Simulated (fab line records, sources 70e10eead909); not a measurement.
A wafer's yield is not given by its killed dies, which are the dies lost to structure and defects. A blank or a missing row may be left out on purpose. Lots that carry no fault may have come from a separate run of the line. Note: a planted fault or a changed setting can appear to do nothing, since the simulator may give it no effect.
Matching of chambers | flow nandHarc | NHARC_A_M1_PRE_CLEAN_32 on pecvd-02 has 3 sister chambers
The step time 12 s. 20 wafers are shown with their chamber, then 10 later ones without.

== WAFERS WITH THEIR CHAMBER ==
wafer  | chamber | heaterPowerW (W)
L074.3 | 2       | 715
L074.4 | 0       | 877
L074.5 | 2       | 702
L076.2 | 2       | 769
L076.3 | 0       | 801
L076.6 | 1       | 545
L082.1 | 0       | 811
L082.2 | 2       | 774
L082.6 | 2       | 775
L083.3 | 1       | 517
L083.4 | 2       | 728
L083.5 | 1       | 519
L087.2 | 2       | 685
L087.4 | 1       | 563
L087.5 | 0       | 768
L091.3 | 2       | 687
L091.4 | 0       | 844
L091.5 | 1       | 550
L090.1 | 1       | 560
L090.4 | 2       | 788

SIGNATURES, as means of the wafers listed above
reading      | chamber 0 | chamber 1 | chamber 2 | scatter within a chamber
heaterPowerW | 820.20    | 542.33    | 735.89    | 36.3
Rule: a wafer's distance from a chamber is the root of the sum, over the readings, of the square of ((its reading less the chamber's mean) divided by the reading's scatter). The wafer belongs to the nearest chamber; if the next one is less than 2 further off, it can't be placed. The scatter: take each reading less its chamber's mean, square it, sum over the shown wafers, divide by the number of wafers less the number of chambers, and take the root.

== WAFERS WITH NO CHAMBER GIVEN ==
wafer  | heaterPowerW (W)
L090.5 | 553
L097.1 | 566
L097.2 | 830
L097.6 | 562
L095.1 | 726
L095.3 | 731
L095.5 | 478
L096.2 | 586
L096.4 | 795
L096.5 | 706

== WHICH CHAMBER EACH WENT THROUGH ==
wafer  | from the rows above     | in truth
L090.5 | 1                       | 1
L097.1 | 1                       | 1
L097.2 | 0                       | 0
L097.6 | 1                       | 1
L095.1 | 2                       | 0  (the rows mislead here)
L095.3 | 2                       | 2
L095.5 | 1                       | 1
L096.2 | 1                       | 1
L096.4 | can't be placed: 0 or 2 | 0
L096.5 | 2                       | 2
Correct placement for 8 of the 10. These rows do not allow placing 1 (true chamber among the candidates in 1). Wrongly placed: 1.
